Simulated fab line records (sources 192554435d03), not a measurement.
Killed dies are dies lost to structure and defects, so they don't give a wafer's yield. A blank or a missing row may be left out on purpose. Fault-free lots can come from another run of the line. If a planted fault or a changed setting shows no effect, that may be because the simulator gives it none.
fab line records	flow n5Finfet
[record] lots = 6	wafers = 16	lastDay = 20
route steps=1938 shown MOL_CONTACT_COAG@519 BEOL_M4@1111 PASSIVATION@1936
lots with no fault: from the same line, run without faults
startH: hours from the record's opening day to when the first of the lot's shown wafers began	waitH: hours since the lot's step before	" same as the row above	L1.1+2: one row covering several wafers at once	- no value present, or no start provided	* or withheld: withheld	< > ~ a bound
route shown NAME@n: NAME is a module with steps in the file, n the number in the route of the first one	usual: mean/standard deviation of fault-free wafers	same: alike in all rows	chamber/n: place in a boat	sites: each site's reading	_std_site: their standard deviation	_edge_site: the outer-site mean with the inner-site mean subtracted	radiusMm: how far each site lies from the wafer's centre	mask NAME#n: copy n	behind: the most recent tool/chamber to have shaped the wafer	hold: why the lot went on hold/how many hours it stayed there/how the hold came to an end	device: names the non-switching transistor (n, p or np)	end of line: the route-end tests of the same wafers	a step with no rows: only its recipe	killed: dies that structure and defects cost at the first sort, which is not the same as the wafer's yield	map: a wafer's dies, marking killed ones x, the rest . and places with no die _
set.NAME: the setting as run; set.NAME@STEP: as run at that earlier step	model.NAME: the simulator's own value behind a step, which no gauge read
lots seen at some steps along the route; tables by step, rows by wafer
services: when a tool's chamber went out of use (startH, in hours from the record's first day, below 0 if earlier), for how many hours, and the reason
[[steps]]
[step N5_MOL_CONTACT_COAG_COAT_58]
[recipe] resist = underlayer	tempC = 205	timeS = 60	spinRpm = 1500	resistThkNm = 10
[step N5_MOL_CONTACT_COAG_COAT_02]
[recipe] resist = CAR-EUV	spinRpm = 1500	resistThkNm = 30
[step N5_MOL_CONTACT_COAG_EBR_04]
[recipe] solvent = PGMEA	ebrWidthMm = 1.5
[step N5_MOL_CONTACT_COAG_SOFTBAKE_03]
[recipe] tempC = 110	timeS = 60	resist = CAR-EUV
[step N5_MOL_CONTACT_COAG_EXPOSE_05]
[recipe] maskId = CA	na = 0.33	sourceShape = annular	sigmaInner = 0.4	sigmaOuter = 0.8	polarization = unpolarized	defocusNm = 0	doseMj = 38.25
[step N5_MOL_CONTACT_COAG_PEB_06]
[recipe] pebTempC = 100	pebTimeS = 60	resist = CAR-EUV
[step N5_MOL_CONTACT_COAG_DEVELOP_07]
[recipe] developTimeS = 30	developer = TMAH	resist = CAR-EUV	rinseLiquid = surfactantRinse	dry = airSpin	devTempC = 23
[step N5_MOL_CONTACT_COAG_CD_MEAS_08]
[recipe] targetCdNm = 28	landingEnergyEv = 500	detector = seInlens	polarity = opening
[usual] cdNm = 27.91/0.28
lot.wafer	tool	chamber	startH	waitH	cdNm
L511.3	cdSem-02	0	122.50	-	27.80
L511.5	"	0	"	"	27.77
L511.6	"	0	"	"	27.65
L517.1	cdSem-02	0	164.41	-	27.67
L517.4	"	0	"	"	27.56
L517.6	"	0	"	"	27.43
L518.3	cdSem-03	0	171.63	-	27.84
L518.6	"	0	"	"	27.35
L521.1	cdSem-02	0	184.05	-	28.08
L521.3	"	0	"	"	28.49
L526.1	cdSem-02	0	214.64	-	27.91
L526.4	"	0	"	"	28.08
L526.5	"	0	"	"	28.08
L528.3	cdSem-03	0	231.96	-	28.40
L528.5	"	0	"	"	28.18
L528.6	"	0	"	"	28.49
[step N5_MOL_CONTACT_COAG_OVL_MEAS_09]
[recipe] pointsPerWafer = 522
[usual] CA_OVL = 0.3/0.64
[same] pointsPerWafer = 522
lot.wafer	tool	chamber	startH	waitH	CA_OVL[nm]
L511.3	overlay-02	0	122.54	0.0	0.6
L511.5	"	0	"	"	0.6
L511.6	"	0	"	"	-0.5
L517.1	overlay-01	0	164.44	0.0	-0.5
L517.4	"	0	"	"	0.8
L517.6	"	0	"	"	0.9
L518.3	overlay-02	0	171.67	0.0	-0.6
L518.6	"	0	"	"	-0.7
L521.1	overlay-01	0	184.08	0.0	-0.4
L521.3	"	0	"	"	0.6
L526.1	overlay-01	0	214.67	0.0	0.6
L526.4	"	0	"	"	0.1
L526.5	"	0	"	"	-0.3
L528.3	overlay-02	0	232.00	0.0	0.5
L528.5	"	0	"	"	0.7
L528.6	"	0	"	"	0.6
[step N5_MOL_CONTACT_COAG_INSPECT_10]
[recipe] mode = adi	inspectInstrument = brightfield
[usual] rawDefectCount = 72/26
lot.wafer	tool	chamber	startH	waitH	rawDefectCount
L511.3	defectInspect-02	-	122.59	0.0	65
L511.5	"	-	"	"	81
L511.6	"	-	"	"	110
L517.1	defectInspect-02	-	164.50	0.1	36
L517.4	"	-	"	"	77
L517.6	"	-	"	"	51
L518.3	defectInspect-02	-	171.72	0.0	105
L518.6	"	-	"	"	62
L521.1	defectInspect-02	-	184.14	0.1	125
L521.3	"	-	"	"	84
L526.1	defectInspect-02	-	214.74	0.1	44
L526.4	"	-	"	"	38
L526.5	"	-	"	"	46
L528.3	defectInspect-02	-	232.05	0.0	62
L528.5	"	-	"	"	56
L528.6	"	-	"	"	53
[step N5_MOL_CONTACT_COAG_DESCUM_13]
[recipe] chemistry = O2	timeS = 7	sourcePowerW = 50	biasPowerW = 20	pressureMtorr = 20	rfFrequencyHz = 2.712e+07	tempC = 40	resist = CAR-EUV	o2FlowSccm = 225
[usual] drypumpMotorCurrentA = 5.7/0.38	oesProductAu = 0.80/0.097	rfVppV = 244.0/1.4	showerheadPlenumPTorr = 2.15/0.067	throttleValvePct = 20.31/0.3
lot.wafer	tool	chamber	startH	waitH	drypumpMotorCurrentA	oesProductAu	rfHoursCounterH	rfVppV	showerheadPlenumPTorr	throttleValvePct
L511.3	rieDiel-04	1	122.62	0.0	6.2	0.73	176	243.2	2.19	20.84
L511.5	"	2	"	"	5.9	0.74	-	243.8	2.10	20.56
L511.6	"	3	"	"	5.5	0.67	-	243.4	2.17	20.57
L517.1	rieDiel-01	1	164.54	0.0	5.3	0.73	199	243.4	2.15	20.46
L517.4	"	2	"	"	5.9	0.83	-	245.3	2.21	20.10
L517.6	"	0	"	"	5.9	0.92	-	244.7	2.24	19.95
L518.3	rieDiel-01	0	171.75	0.0	5.9	0.92	16	244.1	2.24	19.96
L518.6	"	2	"	"	5.9	0.83	-	244.8	2.21	20.09
L521.1	rieDiel-01	0	184.18	0.0	5.9	0.89	22	245.4	2.24	19.97
L521.3	"	2	"	"	5.9	0.82	64	243.8	2.21	20.11
L526.1	rieDiel-06	3	214.78	0.0	4.9	0.69	215	242.1	1.97	20.30
L526.4	"	3	"	"	4.9	0.70	-	242.0	1.97	20.30
L526.5	"	1	"	"	5.6	0.79	-	245.5	2.12	20.61
L528.3	rieDiel-06	3	232.29	0.2	4.9	0.69	224	242.1	1.97	20.29
L528.5	"	3	"	"	4.9	0.68	-	240.1	1.97	20.30
L528.6	"	2	"	"	5.6	0.93	-	244.0	2.14	19.97
[step N5_MOL_CONTACT_COAG_ETCH_59]
[recipe] chemistry = N2/H2	target = underlayer	targetDepthA = 130	maskMaterial = CAR-EUV	timeS = 10.4	ionEnergyEv = 200	pressureMtorr = 30	sourceW = 840	biasW = 150	n2FlowSccm = 200	h2FlowSccm = 200	ends = cleared
[usual] drypumpMotorCurrentA = 5.7/0.38	etchRfOnTimeS = 10.47/0.19	n2FlowSccm = 200.0/0.6	oesProductAu = 0.68/0.08	rfVppV = 525.5/2.2	showerheadPlenumPTorr = 2.59/0.082	throttleValvePct = 17.7/0.3
lot.wafer	tool	chamber	startH	waitH	drypumpMotorCurrentA	etchRfOnTimeS	n2FlowSccm	oesProductAu	rfHoursCounterH	rfVppV	showerheadPlenumPTorr	throttleValvePct
L511.3	rieDiel-04	1	122.66	0.0	6.3	10.32	200.2	0.65	176	526.5	2.64	18.1
L511.5	"	2	"	"	6.0	10.49	199.4	0.63	-	524.1	2.52	17.9
L511.6	"	3	"	"	5.5	10.61	199.8	0.58	-	527.0	2.59	17.7
L517.1	rieDiel-01	1	164.57	0.0	5.3	10.59	200.0	0.62	199	527.6	2.62	17.9
L517.4	"	2	"	"	5.9	10.57	199.9	0.69	-	527.9	2.70	17.5
L517.6	"	0	"	"	5.9	10.37	199.3	0.78	-	528.0	2.70	17.3
L518.3	rieDiel-01	0	171.79	0.0	5.9	10.60	199.7	0.77	16	529.5	2.70	17.3
L518.6	"	2	"	"	5.9	10.69	200.0	0.69	-	527.9	2.69	17.6
L521.1	rieDiel-01	0	184.21	0.0	5.9	10.60	200.9	0.76	22	528.2	2.70	17.3
L521.3	"	2	"	"	5.9	10.87	201.0	0.69	64	527.9	2.69	17.6
L526.1	rieDiel-06	3	214.81	0.0	4.9	10.71	199.5	0.59	215	521.0	2.41	17.7
L526.4	"	3	"	"	5.0	10.73	199.9	0.59	-	520.7	2.41	17.7
L526.5	"	1	"	"	5.5	10.36	199.8	0.69	-	525.5	2.56	17.9
L528.3	rieDiel-06	3	232.32	0.0	4.9	10.67	201.3	0.59	224	521.4	2.40	17.7
L528.5	"	3	"	"	4.9	10.69	199.0	0.59	-	520.2	2.40	17.7
L528.6	"	2	"	"	5.6	10.33	199.5	0.80	-	525.7	2.61	17.4
[step N5_MOL_CONTACT_COAG_ETCH_105]
[recipe] chemistry = CF4	target = SiARC	targetDepthA = 156	maskMaterial = CAR-EUV	timeS = 26	ionEnergyEv = 80	pressureMtorr = 40	sourceW = 545	biasW = 36	Ar_flow_sccm = 100	cf4FlowSccm = 100	ends = cleared
[usual] drypumpMotorCurrentA = 5.7/0.38	etchRfOnTimeS = 26.2/0.45	oesProductAu = 0.68/0.08	rfVppV = 184.7/1.2	showerheadPlenumPTorr = 2.19/0.06	throttleValvePct = 15.5/0.31
lot.wafer	tool	chamber	startH	waitH	drypumpMotorCurrentA	etchRfOnTimeS	oesProductAu	rfHoursCounterH	rfVppV	showerheadPlenumPTorr	throttleValvePct
L511.3	rieDiel-04	1	122.68	0.0	6.2	25.7	0.64	176	186.5	2.22	15.9
L511.5	"	2	"	"	5.9	26.4	0.62	-	183.8	2.13	15.6
L511.6	"	3	"	"	5.5	27.0	0.57	-	185.0	2.20	15.7
L517.1	rieDiel-01	1	164.59	0.0	5.3	26.4	0.62	199	186.3	2.22	15.8
L517.4	"	2	"	"	5.9	26.2	0.71	-	186.3	2.24	15.2
L517.6	"	0	"	"	5.9	25.8	0.78	-	187.3	2.28	15.1
L518.3	rieDiel-01	0	171.81	0.0	5.9	19.6	0.92	16	186.1	2.28	15.1
L518.6	"	2	"	"	5.9	26.1	0.71	-	186.4	2.24	15.2
L521.1	rieDiel-01	0	184.23	0.0	5.9	26.4	0.76	22	185.7	2.28	15.1
L521.3	"	2	"	"	5.9	19.7	0.83	64	184.7	2.24	15.2
L526.1	rieDiel-06	3	214.83	0.0	4.9	26.4	0.59	215	181.2	2.05	15.7
L526.4	"	3	"	"	4.9	26.5	0.59	-	181.7	2.05	15.7
L526.5	"	1	"	"	5.6	26.1	0.68	-	185.8	2.15	15.6
L528.3	rieDiel-06	3	232.34	0.0	5.0	26.8	0.58	224	183.6	2.04	15.7
L528.5	"	3	"	"	4.9	26.5	0.59	-	181.8	2.04	15.7
L528.6	"	2	"	"	5.6	25.5	0.81	-	185.0	2.18	15.1
[step N5_MOL_CONTACT_COAG_ETCH_106]
[recipe] chemistry = N2/H2	target = SOC	targetDepthA = 800	overetchA = 160	maskMaterial = SiARC	tempC = 40	timeS = 120	ionEnergyEv = 200	pressureMtorr = 30	sourceW = 840	biasW = 150	n2FlowSccm = 200	h2FlowSccm = 200
[usual] drypumpMotorCurrentA = 5.7/0.38	n2FlowSccm = 200.0/0.61	oesProductAu = 0.72/0.08	rfVppV = 525.4/2.4	showerheadPlenumPTorr = 2.59/0.082	throttleValvePct = 17.6/0.3
lot.wafer	tool	chamber	startH	waitH	drypumpMotorCurrentA	n2FlowSccm	oesProductAu	rfHoursCounterH	rfVppV	showerheadPlenumPTorr	throttleValvePct
L511.3	rieDiel-04	1	122.71	0.0	6.3	199.7	0.66	176	526.3	2.64	18.1
L511.5	"	2	"	"	5.9	199.3	0.66	-	522.9	2.52	17.9
L511.6	"	3	"	"	5.5	200.7	0.62	-	524.1	2.59	17.7
L517.1	rieDiel-01	1	164.62	0.0	5.3	200.3	0.66	199	525.4	2.62	17.9
L517.4	"	2	"	"	5.9	201.6	0.75	-	527.6	2.70	17.5
L517.6	"	0	"	"	5.9	200.4	0.81	-	528.4	2.70	17.3
L518.3	rieDiel-01	0	171.84	0.0	5.9	200.9	0.81	16	528.7	2.70	17.3
L518.6	"	2	"	"	5.9	198.6	0.74	-	527.6	2.69	17.5
L521.1	rieDiel-01	0	184.26	0.0	5.9	199.4	0.80	22	529.2	2.70	17.3
L521.3	"	2	"	"	6.0	201.1	0.73	64	528.8	2.69	17.5
L526.1	rieDiel-06	3	214.86	0.0	4.9	200.8	0.63	215	519.3	2.41	17.7
L526.4	"	3	"	"	4.9	200.5	0.63	-	519.2	2.41	17.7
L526.5	"	1	"	"	5.6	200.0	0.72	-	523.3	2.56	17.8
L528.3	rieDiel-06	3	232.37	0.0	4.9	201.1	0.62	224	519.8	2.40	17.7
L528.5	"	3	"	"	4.9	201.6	0.62	-	522.3	2.40	17.7
L528.6	"	2	"	"	5.6	198.6	0.84	-	525.4	2.61	17.4
[step N5_BEOL_M4_RC_MEAS_101]
[usual] DIBL_N = 36.0/1.9	DIBL_P = 35.6/2.2	IOFF_N = 0.15/0.031	IOFF_P = 0.19/0.032	ION_N = 668/11	ION_P = 455/7.2	SS_N = 71.5/0.65	SS_P = 73.4/0.64	VT_N = 251/3.6	VT_P = -253/3.3
lot.wafer	tool	chamber	startH	waitH	DIBL_N[mV/V]	DIBL_P[mV/V]	IOFF_N[nA/um]	IOFF_P[nA/um]	ION_N[uA/um]	ION_P[uA/um]	SS_N[mV/dec]	SS_P[mV/dec]	VT_N[mV]	VT_P[mV]
L511.3	prober-01	0	241.53	0.3	37.3	38.6	0.19	0.22	679	465	72.7	73.5	245	-250
L511.5	"	0	"	"	36.6	38.7	0.17	0.22	670	462	71.8	73.1	251	-251
L511.6	"	0	"	"	39.4	41.2	0.22	0.26	690	468	72.8	74.9	245	-248
L517.1	prober-01	0	295.21	0.0	35.4	33.1	0.12	0.16	665	460	71.2	73.1	253	-253
L517.4	"	0	"	"	39.6	37.9	0.19	0.23	675	458	72.4	74.5	248	-250
L517.6	"	0	"	"	34.6	32.3	0.11	0.15	647	444	71.0	72.8	258	-255
L518.3	prober-02	0	304.51	0.3	36.6	37.1	0.17	0.19	672	455	71.6	73.1	247	-253
L518.6	"	0	"	"	35.4	35.7	0.14	0.17	660	449	71.6	73.2	256	-255
L521.1	prober-01	0	308.32	0.0	34.6	36.4	0.15	0.21	671	463	71.2	73.3	249	-248
L521.3	"	0	"	"	35.1	36.5	0.15	0.21	673	464	70.8	73.3	250	-254
L526.1	prober-02	0	325.81	0.0	39.4	40.4	0.24	0.31	692	473	73.1	74.7	244	-243
L526.4	"	0	"	"	37.2	36.9	0.18	0.23	681	465	72.0	73.5	248	-248
L526.5	"	0	"	"	36.8	36.4	0.17	0.22	673	456	72.0	73.3	248	-249
L528.3	prober-01	0	361.83	0.3	35.6	34.6	0.14	0.20	657	454	71.8	73.5	250	-249
L528.5	"	0	"	"	36.1	34.3	0.14	0.18	666	448	71.8	73.3	255	-252
L528.6	"	0	"	"	35.4	34.2	0.13	0.20	672	464	70.9	73.3	251	-250
[step N5_PASSIVATION_PROBE_49]
[usual] defectLimitedYield = 91.3/1.4	killed_at_M0_to_M3 = 34/10	killed_at_M4_up = 14/5.5	killedAtContacts = 12/6	killedAtFrontEnd = 40/10	killedAtOther = 3.0/2.4	killedDies = 103/17	killedOpen = 68/13	killedShort = 34/7.8	sort_bin_5_function = 5.1/0.97	sort_bin_6_memory = 3.3/0.66	sortNPass = 1077/17	sortYieldPct = 91.2/1.4
[same] grossDies = 1180	killedAtBackSide = 0	sort_bin_4_leakage[%] = 0	sort_bin_8_speed[%] = 0
lot.wafer	tool	chamber	startH	waitH	defectLimitedYield[%]	killed_at_M0_to_M3	killed_at_M4_up	killedAtContacts	killedAtFrontEnd	killedAtOther	killedDies	killedOpen	killedShort	sort_bin_5_function[%]	sort_bin_6_memory[%]	sortNPass	sortYieldPct[%]
L511.3	prober-02	-	347.68	0.1	93.1	28	15	7	30	1	81	54	27	4.1	2.5	1099	93.1
L511.5	prober-02	-	347.78	0.2	90.6	28	12	7	62	2	111	65	42	6.4	2.6	1069	90.6
L511.6	prober-02	-	347.83	0.3	91.4	31	15	10	46	0	102	69	32	5.6	2.7	1078	91.4
L517.1	prober-02	-	404.41	0.0	92.4	29	9	3	45	4	90	61	28	4.8	2.7	1090	92.4
L517.4	prober-02	-	404.56	0.2	92.4	32	13	11	32	2	90	57	31	4.2	3.3	1090	92.4
L517.6	prober-02	-	404.66	0.3	93.3	25	12	5	34	3	79	46	33	3.8	2.5	1101	93.3
L518.3	prober-02	-	410.20	0.1	91.2	26	18	12	45	3	104	82	22	5.2	3.6	1076	91.2
L518.6	prober-02	-	410.35	0.3	91.7	27	12	14	39	6	98	71	26	4.8	3.1	1082	91.7
L521.1	prober-01	-	423.29	0.0	91.3	29	17	22	34	1	103	75	27	5.2	3.3	1077	91.3
L521.3	prober-01	-	423.39	0.1	90.2	40	21	13	40	2	116	76	39	5.9	3.4	1064	90.2
L526.1	prober-01	-	450.28	0.0	91.6	32	12	11	38	6	99	62	32	4.3	3.8	1081	91.6
L526.4	prober-01	-	450.43	0.2	93.0	20	16	5	33	9	83	52	30	3.8	3.1	1097	93.0
L526.5	prober-01	-	450.48	0.2	91.8	32	10	20	30	5	97	69	26	5.2	2.9	1083	91.8
// killed by level:class
L511.3 BEOL_M2:geometricParticle:open=11 MOL_CONTACT_COAG:geometricParticle:open=6 DUMMY_GATE:geometricParticle:open=6 BEOL_M0_SAQP:geometricParticle:open=6 FIN_SAQP:geometricParticle:short=5 BEOL_M4:geometricParticle:open=5 STARTING-WAFER:geometricParticle:short=4 BEOL_M3:geometricParticle:open=4
L511.5 STI_FIN_REVEAL:geometricParticle:open=23 BEOL_M0_SAQP:geometricParticle:short=10 FIN_SAQP:geometricParticle:short=7 GATE_CUT:geometricParticle:short=6 MOL_CONTACT_COAG:geometricParticle:open=6 BEOL_M1:geometricParticle:open=6 BEOL_M4:geometricParticle:open=6 STI_FIN_REVEAL:geometricParticle:short=5
L511.6 STI_FIN_REVEAL:geometricParticle:open=11 BEOL_M0_SAQP:geometricParticle:short=9 DUMMY_GATE:geometricParticle:open=8 MOL_CONTACT_COAG:geometricParticle:open=8 BEOL_M0_SAQP:geometricParticle:open=7 BEOL_M1:geometricParticle:open=6 BEOL_M4:geometricParticle:open=6 STARTING-WAFER:geometricParticle:open=6
L517.1 STI_FIN_REVEAL:geometricParticle:open=11 BEOL_M3:geometricParticle:open=9 FIN_SAQP:geometricParticle:short=7 FIN_SAQP:geometricParticle:open=7 BEOL_M0_SAQP:geometricParticle:open=7 STI_FIN_REVEAL:geometricParticle:short=6 BEOL_M0_SAQP:geometricParticle:short=6 DUMMY_GATE:geometricParticle:open=4
L517.4 MOL_CONTACT_COAG:geometricParticle:open=9 BEOL_M4:geometricParticle:open=9 STI_FIN_REVEAL:geometricParticle:open=8 FIN_SAQP:geometricParticle:short=7 BEOL_M1:geometricParticle:open=7 BEOL_M0_SAQP:geometricParticle:short=6 BEOL_M3:geometricParticle:open=6 FIN_SAQP:geometricParticle:open=3
L517.6 BEOL_M0_SAQP:geometricParticle:short=11 DUMMY_GATE:geometricParticle:open=7 BEOL_M4:geometricParticle:open=6 BEOL_M0_SAQP:geometricParticle:open=5 STARTING-WAFER:geometricParticle:short=5 GATE_CUT:geometricParticle:open=4 GATE_CUT:geometricParticle:short=4 MOL_CONTACT_COAG:geometricParticle:open=4
L518.3 STI_FIN_REVEAL:geometricParticle:open=16 MOL_CONTACT_COAG:geometricParticle:open=12 BEOL_M2:geometricParticle:open=10 FIN_SAQP:geometricParticle:open=7 BEOL_M4:geometricParticle:open=6 BEOL_M3:geometricParticle:open=6 STI_FIN_REVEAL:geometricParticle:short=4 DUMMY_GATE:geometricParticle:open=4
L518.6 FIN_SAQP:geometricParticle:open=18 MOL_CONTACT_COAG:geometricParticle:open=11 FIN_SAQP:geometricParticle:short=8 BEOL_M0_SAQP:geometricParticle:short=7 BEOL_M0:geometricParticle:open=7 BEOL_M0_SAQP:geometricParticle:open=5 BEOL_M2:geometricParticle:open=5 BEOL_M5:geometricParticle:open=5
L521.1 MOL_CONTACT_COAG:geometricParticle:open=20 BEOL_M2:geometricParticle:open=9 BEOL_M4:geometricParticle:open=9 BEOL_M0_SAQP:geometricParticle:open=6 GATE_CUT:geometricParticle:open=6 BEOL_M0_SAQP:geometricParticle:short=6 FIN_SAQP:geometricParticle:short=5 FIN_SAQP:geometricParticle:open=5
L521.3 BEOL_M2:geometricParticle:open=12 BEOL_M4:geometricParticle:open=11 FIN_SAQP:geometricParticle:open=10 MOL_CONTACT_COAG:geometricParticle:open=10 FIN_SAQP:geometricParticle:short=9 BEOL_M0_SAQP:geometricParticle:short=9 BEOL_M0_SAQP:geometricParticle:open=8 STI_FIN_REVEAL:geometricParticle:open=5
L526.1 MOL_CONTACT_COAG:geometricParticle:open=10 BEOL_M0_SAQP:geometricParticle:open=9 FIN_SAQP:geometricParticle:short=8 STI_FIN_REVEAL:geometricParticle:open=6 FIN_SAQP:geometricParticle:open=5 DUMMY_GATE:geometricParticle:open=5 BEOL_M0_SAQP:geometricParticle:short=5 BEOL_M3:geometricParticle:short=4
L526.4 FIN_SAQP:geometricParticle:short=9 FIN_SAQP:geometricParticle:open=6 BEOL_M5:geometricParticle:open=6 BEOL_M2:geometricParticle:open=5 BEOL_M4:geometricParticle:open=5 DUMMY_GATE:geometricParticle:short=4 MOL_CONTACT_COAG:geometricParticle:open=4 BEOL_M0_SAQP:geometricParticle:open=4
L526.5 MOL_CONTACT_COAG:geometricParticle:open=15 BEOL_M3:geometricParticle:open=10 FIN_SAQP:geometricParticle:short=7 BEOL_M0_SAQP:geometricParticle:open=7 BEOL_M2:geometricParticle:open=6 FIN_SAQP:geometricParticle:open=5 ILD0:geometricParticle:open=5 MOL_CONTACT_COAG:geometricParticle:short=5
[[services]]
tool	chamber	startH	hours	kind
rieDiel-01	0	99.46	-	clean
rieDiel-01	0	99.46	-	consumableReplace:focusRing
rieDiel-01	0	99.46	-	consumableReplace:showerhead
rieDiel-01	0	99.46	25.6	scheduledDown
rieDiel-01	0	99.46	25.6	ventCycle
rieDiel-01	1	111.49	9.7	repair
rieDiel-04	3	130.10	-	clean
rieDiel-04	3	130.10	-	consumableReplace:focusRing
rieDiel-04	3	130.10	23.7	scheduledDown
rieDiel-04	3	130.10	23.7	ventCycle
rieDiel-06	0	130.10	4.0	repair
rieDiel-06	0	141.88	-	clean
rieDiel-06	0	141.88	-	consumableReplace:focusRing
rieDiel-06	0	141.88	33.7	scheduledDown
rieDiel-06	0	141.88	33.7	ventCycle
rieDiel-01	3	156.77	43.4	repair
rieDiel-04	1	171.89	1.4	repair
rieDiel-06	3	181.80	17.0	repair
rieDiel-06	2	198.81	-	clean
rieDiel-06	2	198.81	-	consumableReplace:focusRing
rieDiel-06	2	198.81	16.9	scheduledDown
rieDiel-06	2	198.81	16.9	ventCycle
rieDiel-01	-	202.64	0.5	repair
[[key]]
[firstSign] step = N5_MOL_CONTACT_COAG_ETCH_105	reading = etchRfOnTimeS	direction = down	sigmas = 14	usual = *	struck = *
effect none on later readings
metAt N5_MOL_CONTACT_COAG_ETCH_105
struckWafers L518.3,L521.3
onsetBetween 164.59 171.81
[fault] kind = processParameterDrift	tool = rieDiel-01	chamber = -	onsetH = 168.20	steps = N5_MOL_CONTACT_COAG_ETCH_105	channel = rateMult	offset = 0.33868	shape = step	endH = 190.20	scope = struckWafersOnly
